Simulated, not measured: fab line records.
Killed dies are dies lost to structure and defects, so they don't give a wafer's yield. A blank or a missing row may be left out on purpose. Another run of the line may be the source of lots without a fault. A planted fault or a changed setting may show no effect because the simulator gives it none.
Matching of chambers + flow nand-harc + NHARC_P_CONTACT_DEP_30 on pecvd-03 has 3 sister chambers
The step deposits SiNx, target thk 30 nm. 6 wafers are shown with their chamber, then 7 later ones without.

## WAFERS WITH THEIR CHAMBER
| wafer  | chamber | heater-power-w (W) | rf-fwd-power-W (W) |
|--------|---------|--------------------|--------------------|
| L277.6 | 0       | 681                | 448.2              |
| L287.5 | 0       | 735                | 447.4              |
| L288.4 | 2       | 643                | 447.8              |
| L288.6 | 1       | 759                | 446.6              |
| L290.1 | 1       | 775                | 446.5              |
| L290.4 | 2       | 601                | 445.2              |

## WAFERS WITH NO CHAMBER GIVEN
| wafer  | heater-power-w (W) | rf-fwd-power-W (W) |
|--------|--------------------|--------------------|
| L290.5 | 795                | 447.9              |
| L294.3 | 714                | 450.5              |
| L294.5 | 743                | 449.8              |
| L294.6 | 638                | 450.9              |
| L297.1 | 750                | 447.2              |
| L297.3 | 721                | 447.9              |
| L297.5 | 737                | 447.3              |

## WHICH CHAMBER EACH WENT THROUGH
| wafer  | from the rows above     | in truth |
|--------|-------------------------|----------|
| L290.5 | can't be placed: 1 or 0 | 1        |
| L294.3 | can't be placed: 0 or 1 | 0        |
| L294.5 | can't be placed: 0 or 1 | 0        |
| L294.6 | can't be placed: 0 or 2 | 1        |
| L297.1 | can't be placed: 1 or 0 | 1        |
| L297.3 | can't be placed: 0 or 1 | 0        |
| L297.5 | can't be placed: 0 or 1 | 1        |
Placed correctly: 0 of 7. These rows do not allow placing 7 (true chamber among the candidates in 6). 0 placed wrongly.
How it was worked out, from the rows above alone: a wafer's distance from a chamber is the root of the sum, over the readings, of the square of ((its reading less the chamber's mean) divided by the reading's scatter). The wafer belongs to the nearest chamber; if the next one is less than 2 further off, it can't be placed. The mean given for a chamber averages the wafers shown for that chamber. How the scatter is found: for the shown wafers, subtract from each reading the mean of its chamber, square and add these, divide the total by (wafers less chambers), then take the root.
